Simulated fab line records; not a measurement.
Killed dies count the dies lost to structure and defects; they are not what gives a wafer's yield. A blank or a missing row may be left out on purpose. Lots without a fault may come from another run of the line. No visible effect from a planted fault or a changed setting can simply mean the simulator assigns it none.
Split-lot study ; flow n5Finfet ; 39 wafers read from 7 lots, route of 1938 steps

## THE SPLIT
At N5_BEOL_M13_SPUTTER_43 (material TaN, target thk 15 nm, time 24.19 s), the setting timeS was moved away from the recipe's 24.19 s on 12 of the 39 wafers read, by -40.8% to +20.3%. The other wafers ran this setting at the recipe's value.

## FROM THE SPLIT TO THE READING: what the file shows between them, 4 steps
- N5_BEOL_M13_SPUTTER_44: material Ta, target thk 10 nm, time 16.13 s
- N5_BEOL_M13_SPUTTER_45: material Cu, target thk 80 nm, time 13.33 s
- N5_BEOL_M13_ECD_47: material Cu, target thk 936 nm
- N5_BEOL_M13_ANNEAL_48: time 90 s

## THE READING
barrierFieldEndpointS, in s, at N5_BEOL_M13_CMP_49 (polishes, stops on SiOC, t overpolish 17.1 s, target thk 420 nm). A value of 30.2 s with a standard deviation of 0.67 s is what fault-free wafers of this fab line usually give.

wafer;tool, chamber at the split;timeS as run, s;against the recipe;barrierFieldEndpointS, s;against lot-mates on the recipe
L077.1;pvdSputter-03, -;24.19;recipe;30.8;-
L077.4;pvdSputter-03, -;24.19;recipe;31.6;-
L077.2;pvdSputter-03, -;24.19;recipe;31.1;-
L077.3;pvdSputter-03, -;24.19;recipe;31.3;-
L077.6;pvdSputter-03, -;24.19;recipe;31.5;-
L077.5;pvdSputter-03, -;24.19;recipe;30.6;-
L079.3;pvdSputter-01, -;24.19;recipe;30.1;-
L079.4;pvdSputter-01, -;14.59;-39.7%;22.5;-7.6
L079.2;pvdSputter-01, -;24.19;recipe;29.8;-
L079.1;pvdSputter-01, -;24.19;recipe;30.3;-
L079.6;pvdSputter-01, -;14.59;-39.7%;22.6;-7.5
L079.5;pvdSputter-01, -;14.59;-39.7%;22.7;-7.4
L082.3;pvdSputter-02, -;24.19;recipe;29.5;-
L082.2;pvdSputter-02, -;14.33;-40.8%;22.5;-7.3
L082.1;pvdSputter-02, -;14.33;-40.8%;23.0;-6.8
L082.4;pvdSputter-02, -;24.19;recipe;30.0;-
L082.5;pvdSputter-02, -;14.33;-40.8%;22.9;-6.9
L082.6;pvdSputter-02, -;24.19;recipe;29.8;-
L084.3;pvdSputter-03, -;29.1;+20.3%;33.0;+3.9
L084.2;pvdSputter-03, -;24.19;recipe;29.6;-
L084.1;pvdSputter-03, -;24.19;recipe;29.1;-
L084.4;pvdSputter-03, -;29.1;+20.3%;33.5;+4.4
L084.5;pvdSputter-03, -;24.19;recipe;28.7;-
L084.6;pvdSputter-03, -;29.1;+20.3%;33.5;+4.4
L090.3;pvdSputter-02, -;24.19;recipe;30.1;-
L090.4;pvdSputter-02, -;24.19;recipe;29.8;-
L090.2;pvdSputter-02, -;24.19;recipe;29.9;-
L090.1;pvdSputter-02, -;24.19;recipe;29.6;-
L090.6;pvdSputter-02, -;24.19;recipe;30.0;-
L090.5;pvdSputter-02, -;24.19;recipe;30.3;-
L095.2;pvdSputter-02, -;28.03;+15.9%;32.7;+3.2
L095.1;pvdSputter-02, -;24.19;recipe;29.7;-
L095.4;pvdSputter-02, -;28.03;+15.9%;31.7;+2.2
L095.3;pvdSputter-02, -;24.19;recipe;29.5;-
L095.6;pvdSputter-02, -;24.19;recipe;29.2;-
L095.5;pvdSputter-02, -;28.03;+15.9%;32.7;+3.2
L097.2;pvdSputter-02, -;24.19;recipe;30.1;-
L097.4;pvdSputter-02, -;24.19;recipe;31.0;-
L097.6;pvdSputter-02, -;24.19;recipe;30.7;-

FIT RESULTS
A straight line over all 39 wafers: barrierFieldEndpointS changes by +0.178 s for each +1% of timeS; r = +0.98; the points scatter about the line by 0.67 s.
The same after taking each lot's own level away (the mean of its wafers on the recipe; 39 wafers): +0.183 s for each +1%; r = +0.99; scatter 0.36 s.
The reading moves by 7.5 s for the largest change in timeS, on that fit.
The lots' own levels span 29.13 to 31.15 s, that is 3.0 times the standard deviation above.
Hence the lot-to-lot level has little effect on the slope; both slopes agree.
Check: for one of the wafers moved furthest among these (-40.8%), held out of the fit, the line's prediction against its lot-mates is -7.43 s. It came out at -7.27 s against them.

## FURTHER SPLITS ON THESE WAFERS
Before the reading, these wafers also passed through other splits. Each is held against what the fit with the lots' levels taken away leaves over:
other split on the same wafers;wafers away from the commonest value;r with barrierFieldEndpointS (lot level and that fit taken away)
N5_BEOL_M6_ETCH_62 timeS;15;+0.24
N5_BEOL_M8_DESCUM_16 timeS;15;+0.24
N5_BEOL_M11_VIA_ETCH_34 targetDepthA;12;-0.10

## THE WHOLE CHAIN: every reading that the file lists as answering this split, in the file's order
step;what it does;reading;change (the file's fit);r (the file's)
N5_BEOL_M13_SPUTTER_43;material TaN, target thk 15 nm, time 24.19 s;TaN_of_BEOL_M13_SPUTTER_43.thkNm (the simulator's own value, which no gauge read);+0.151 nm for each +1% of the setting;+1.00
N5_BEOL_M13_CMP_49;polishes, stops on SiOC, t overpolish 17.1 s, target thk 420 nm;barrierFieldEndpointS;+0.182 s for each +1% of the setting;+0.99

## FILE'S OWN FIT
barrierFieldEndpointS changes by +0.182 s for each +1% of timeS, r = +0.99.
